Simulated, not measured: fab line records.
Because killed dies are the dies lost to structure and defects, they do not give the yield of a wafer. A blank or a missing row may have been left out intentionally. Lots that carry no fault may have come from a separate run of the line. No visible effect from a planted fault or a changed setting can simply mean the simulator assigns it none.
Comparing a struck lot with a sound one / flow n5Finfet / 36 steps out of a route of 1938
Sound: the wafers L717.2, L717.4, L717.6. Struck: wafers L724.4, L724.5. The cause is named last.
Order at every step that has rows: each side's tool, ch and its chambers, its first start. Under that, the readings that differ: sound wafers / struck wafers / difference of the means / sigmas: that difference in standard deviations of wafers without a fault.
alike: same words and numbers on both sides, and readings whose means sit less than 2 such deviations apart. not compared: any withheld reading, any reading some wafer has no value for, any bound like >300 that may hide the same value, and any number with overlapping values for which the record gives no deviation.
A row with sigmas, a row that says differs or no value, or rows on one side alone: a step with any of these is where the two part. Numbers that don't overlap but have no deviation are shown without sigmas and don't part them. A reading missing from all wafers of one side parts the sides only when that side holds two or more wafers.

first, 10 steps without rows for these wafers: N5_FIN_SAQP_ETCH_69 (etches SOC in N2/H2, stops on SiNx, target depth 150 nm); N5_FIN_SAQP_ETCH_67 (etches SiNx in CH3F/O2, target depth 30 nm); N5_FIN_SAQP_STRIP_70 (strips in N2/H2); N5_FIN_SAQP_RECESS_71 (chemistry HF/NH3, target SiO2, target depth 3 nm, afs cycles 1, sublimation time 60 s); N5_FIN_SAQP_SPACER2_ALD_28 (deposits SiO2, target thk 8.1 nm, pulse time 1 s, purge time 2 s); N5_FIN_SAQP_SPACER2_ETCHBACK_29 (etches SiO2 in CHF3/O2, target depth 12.2 nm, time 6.1 s); N5_FIN_SAQP_MANDREL2_REMOVE_60 (chemistry HBr/Cl2/O2, target a-Si, stops on SiNx, bt time 10 s); N5_FIN_SAQP_HM_OPEN_33 (chemistry CH3F/O2, target SiNx, target depth 49.4 nm, time 70.6 s); N5_FIN_SAQP_ETCH_34 (etches SiO2 in C4F6/O2, target depth 45 nm, time 15 s); N5_FIN_SAQP_STRIP_77 (strips in N2/H2, time 90 s).
N5_FIN_SAQP_ETCH_64: etches SiO2 in CF4, target depth 1.5 nm.
  sound on rieSi-05 ch 0,1,3, day 5 05:32; struck on rieSi-05 ch 1,3, day 6 20:44
reading=oesProductAu (a.u.); sound=1.05 1.00 0.99; struck=1.35 1.36; difference=+0.34; sigmas=+11
reading=model.SiNx_of_FIN_SAQP_HM_DEP_03.thkNm (nm); sound=33 33.2 33; struck=31.2 31.6; difference=-1.7; sigmas=
reading=model.etch.depthNm (nm); sound=1.598 1.514 1.473; struck=2.33 2.346; difference=+0.81; sigmas=
  alike: biasW, drypumpMotorCurrentA, throttleValvePct
  not compared: rfHoursCounterH
then, 23 steps without rows for these wafers: N5_FIN_SAQP_FIN_ETCH_36 (etches the open film in HBr/Cl2/O2, target depth 120 nm, time 50.4 s); N5_FIN_SAQP_PRECLEAN_38 (cleans in O3/DIW, time 45 s); N5_FIN_SAQP_PRECLEAN_45 (cleans in dHF, time 10 s); N5_FIN_SAQP_SRD_39 (time 30 s); N5_FIN_CUT_COAT_18 (time 60 s, resist thk 230 nm); N5_FIN_CUT_COAT_19 (time 60 s, resist thk 20 nm); N5_FIN_CUT_COAT_29 (time 60 s, resist thk 10 nm); N5_FIN_CUT_COAT_02 (resist thk 30 nm); N5_FIN_CUT_EBR_04; N5_FIN_CUT_SOFTBAKE_03 (time 60 s); N5_FIN_CUT_EXPOSE_05 (exposes mask FIN CUT); N5_FIN_CUT_PEB_06 (peb time 60 s); N5_FIN_CUT_DEVELOP_07 (develop time 30 s); N5_FIN_CUT_DESCUM_13 (chemistry O2, time 7 s); N5_FIN_CUT_ETCH_30 (etches underlayer in N2/H2, target depth 13 nm, time 10.4 s); N5_FIN_CUT_ETCH_20 (etches SiARC in CF4, target depth 26 nm, time 43.3 s); N5_FIN_CUT_ETCH_21 (etches SOC in N2/H2, target depth 219 nm, overetch 43.8 nm, time 523.5 s); N5_FIN_CUT_STRIP_23 (strips in N2/H2); N5_FIN_CUT_STRIP_31 (strips in N2/H2); N5_FIN_CUT_STRIP_24 (strips in CF4); N5_FIN_CUT_CUT_ETCH_26 (etches SiNx in CH3F/O2, target depth 39 nm, time 55.7 s); N5_FIN_CUT_CUT_ETCH_27 (etches SiO2 in CHF3/O2, target depth 4 nm, overetch 2 nm, time 4.9 s); N5_FIN_CUT_PRECLEAN_35 (cleans in vHF, time 13.3 s).
N5_STI_FIN_REVEAL_RECESS_09: chemistry HF/NH3, target SiO2, afs cycles 11, target depth 42.5 nm, sublimation time 60 s.
  sound on vaporEtch-02 ch 0,1, day 5 13:37; struck on vaporEtch-01 ch 1, day 7 06:34
reading=model.SiNx_of_FIN_SAQP_HM_DEP_03.thkNm (nm); sound=18 19 18.4; struck=16.6 17.4; difference=-1.5; sigmas=
  alike: drypumpMotorCurrentA
-- a jump in the record: the struck wafers' starts before and after are 6 days apart (it breaks off in module STI_FIN_REVEAL and resumes in module BEOL_M4, where the first step shown is number 1111 of the route) --
N5_BEOL_M4_RC_MEAS_101:
  sound on prober-01 ch 0, day 11 04:38; struck on prober-01 ch 0, day 13 03:53
  alike: DIBL_N, DIBL_P, IOFF_N, IOFF_P, ION_N, ION_P, SS_N, SS_P, VT_N, VT_P

== WHERE THEY PART ==
Only at N5_FIN_SAQP_ETCH_64, within this record. Later steps at which nothing parts them and some readings are alike: N5_STI_FIN_REVEAL_RECESS_09, N5_BEOL_M4_RC_MEAS_101.

WHY: what had been put in by the simulator
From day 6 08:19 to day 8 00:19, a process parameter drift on rieSi-05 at N5_FIN_SAQP_ETCH_64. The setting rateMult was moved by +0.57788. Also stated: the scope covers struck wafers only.
